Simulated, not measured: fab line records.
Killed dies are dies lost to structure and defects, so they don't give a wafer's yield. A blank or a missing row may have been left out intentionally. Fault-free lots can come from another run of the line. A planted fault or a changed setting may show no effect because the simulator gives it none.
2 desks, one fault | flow n5-finfet | each desk holds nothing but its own numbers, with what lay behind them at the end

## THE METROLOGY DESK
What the gauges read, lot by lot, whatever tool the lot ran on: means of the sampled wafers that have a number. A lot is out of limits, marked OUT, if its mean lies more than 4 standard deviations from the usual mean; the brackets give that distance. It has 11 readings; the 7 that lie furthest out on some lot are the ones shown.
Columns: A = IOFF_N at N5_BEOL_M4_RC_MEAS_101, usual 0.155 nA/um; B = ION_N at N5_BEOL_M4_RC_MEAS_101, usual 672 uA/um; C = ION_P at N5_BEOL_M4_RC_MEAS_101, usual 462 uA/um; D = SS_P at N5_BEOL_M4_RC_MEAS_101, usual 73.3 mV/dec; E = VT_N at N5_BEOL_M4_RC_MEAS_101, usual 249.9 mV; F = VT_P at N5_BEOL_M4_RC_MEAS_101, usual -249.8 mV; G = cd-nm at N5_BEOL_M10_CD_MEAS_28, usual 69.9 nm
lot  | first seen here | A     | B   | C   | D    | E     | F      | G
L555 | day 10 03:50    | 0.141 | 672 | 463 | 72.5 | 252.1 | -248.3 | 68.6
L554 | day 10 12:52    | 0.146 | 670 | 454 | 73.4 | 249.8 | -253.2 | 69.3
L568 | day 15 15:35    | 0.141 | 664 | 459 | 73.2 | 252.7 | -251.1 | 71.0
L566 | day 15 19:02    | 0.149 | 670 | 466 | 73.0 | 249.2 | -245.3 | 70.3
L569 | day 16 16:17    | 0.168 | 688 | 471 | 73.9 | 246.1 | -247.6 | 69.2
L572 | day 17 06:04    | 0.183 | 684 | 472 | 73.3 | 246.4 | -247.3 | 69.7
L567 | day 17 07:19    | 0.154 | 671 | 463 | 73.1 | 248.9 | -247.9 | 69.5
L560 | day 17 15:38    | 0.139 | 667 | 461 | 73.1 | 250.9 | -252.8 | 70.1
L574 | day 17 17:07    | 0.158 | 674 | 460 | 73.2 | 249.1 | -249.5 | 68.5
Result from this desk: across the 9 lots, nothing is out of limits.

## THE TOOL OWNER'S DESK: ald-metal-01
The tool's own readings at N5_BEOL_M10_ALD_74 (deposits TaN, target thk 2 nm, pulse time 2 s, purge time 3 s): means of the sampled wafers that have a number, for each lot that ran on this tool. A lot is out of limits, marked OUT, if its mean lies more than 4 standard deviations from the usual mean; the brackets give that distance.
Columns: A = chamber-pressure-Torr at N5_BEOL_M10_ALD_74, usual 2.999 Torr; B = heater-power-w at N5_BEOL_M10_ALD_74, usual 402 W; C = precursor-vessel-carrier-sccm at N5_BEOL_M10_ALD_74, usual 1000 sccm
lot  | first seen here | A     | B   | C
L555 | day 12 17:43    | 2.992 | 368 | 1001
L568 | day 17 15:37    | 2.997 | 361 | 998
L569 | day 19 01:16    | 3.003 | 376 | 1002
L572 | day 19 19:46    | 2.992 | 361 | 1003
L567 | day 19 20:21    | 2.998 | 358 | 1000
Result from this desk: across the 5 lots, nothing is out of limits.

## PUT TOGETHER
Nothing out of limits was seen by the metrology desk.
Nothing out of limits was seen by the tool owner's desk.

## WHAT WAS PUT IN BY THE SIMULATOR
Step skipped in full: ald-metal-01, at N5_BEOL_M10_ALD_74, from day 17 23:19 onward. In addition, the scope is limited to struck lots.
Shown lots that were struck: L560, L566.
